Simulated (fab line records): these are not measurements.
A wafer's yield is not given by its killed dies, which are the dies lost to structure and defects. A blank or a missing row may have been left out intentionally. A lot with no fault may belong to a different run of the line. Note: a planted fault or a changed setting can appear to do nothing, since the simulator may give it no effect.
Code-filled problem report in 8D (eight disciplines) form | flow n5 finfet | the parts of the form that need people (team, actions taken, sign-off) are left out

## 1. THE PROBLEM
Wafers without a fault read 125.0 s, standard deviation 0.58; run length s at N5_BEOL_M0_CO_CAP_123 reads a mean of 156.9 s on 3 wafers belonging to 2 lots. Relative to the usual mean, that is a shift of +55 standard deviations.
The step: material Co, precursor CCTBA/H2, target thk 2 nm, time 102.1 s.
Earliest sighting: wafer L346.2 on cvd co-01 at day 9 00:05. The record has a number at this step for 32 wafers belonging to 11 lots. Rule for "out" (also "out of limits"): further than 4 standard deviations from the usual mean. The other wafers with a number count as sound.

## 2. WHAT IT IS, AND WHAT IT ISN'T
question                    | is                     | is not
which readings at this step | run length s           | heater power w
which lots                  | L346, L347             | L335, L337, L338, L340, L342, L349, L352, L353, L357
which wafers of those lots  | L346.2, L347.2, L347.3 | L346.1, L347.4
read on which tools         | cvd co-01              | cvd co-02
when                        | from day 9 00:05       | up to then (16 sound wafers); but 13 sound wafers of L347, L349, L352, L353, L357 came after

## 3. SUSPECTS, AND WHAT RULES EACH OUT
Counting: any tool at a process step up to the reading remains a suspect provided it ran every lot that is out. Sound lots after the first of them don't rule it out here, since some wafers of a struck lot are sound.
- pvd sputter-03 at N5_BEOL_M0_SURFACE_TREAT_137: kept. It processed each lot that is out (first: L346, day 8 21:10); up to then, its last sound lot is L338 (day 6 20:07).
- cvd co-01 at N5_BEOL_M0_CO_CAP_123 (material Co, precursor CCTBA/H2, target thk 2 nm, time 102.1 s): kept. It processed each lot that is out (first: L346, day 9 00:05); up to then, its last sound lot is L342 (day 8 02:17). On those wafers its own readings are out: run length s.
After counting, pvd sputter-03 at N5_BEOL_M0_SURFACE_TREAT_137 and cvd co-01 at N5_BEOL_M0_CO_CAP_123 remain.

## 4. THE CAUSE (what the simulator had put in)
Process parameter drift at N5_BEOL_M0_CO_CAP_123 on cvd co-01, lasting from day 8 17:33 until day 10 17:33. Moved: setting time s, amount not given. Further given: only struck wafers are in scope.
Of the 2 suspects that counting leaves, this tool is one.

## 5. SEQUENCE OF EFFECTS, ordered by route
Each row: a reading where the mean over the struck wafers with a number is more than 3 standard deviations away from the usual. Only readings for which the record gives a usual standard deviation are gone through. hours: the time from each lot's start at the first step in this table that gives one to its start at this step, as a median over the lots. sigmas: the change in usual standard deviations.
hours | step                  | reading      | usual   | on struck wafers | change | sigmas
0     | N5_BEOL_M0_CO_CAP_123 | run length s | 125.0 s | 156.9            | +31.9  | +55
Here are the process steps it includes:
- N5_BEOL_M0_CO_CAP_123: material Co, precursor CCTBA/H2, target thk 2 nm, time 102.1 s.
Later measuring or inspecting steps at which every struck wafer that the step has a row for has a number for every such reading, and none has moved that far: N5_BEOL_M4_RC_MEAS_101.

## 6. HOW IT WOULD HAVE BEEN CAUGHT EARLIER
First out-of-limits reading in this record: day 9 00:05, which is 7 hours after fault onset at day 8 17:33.
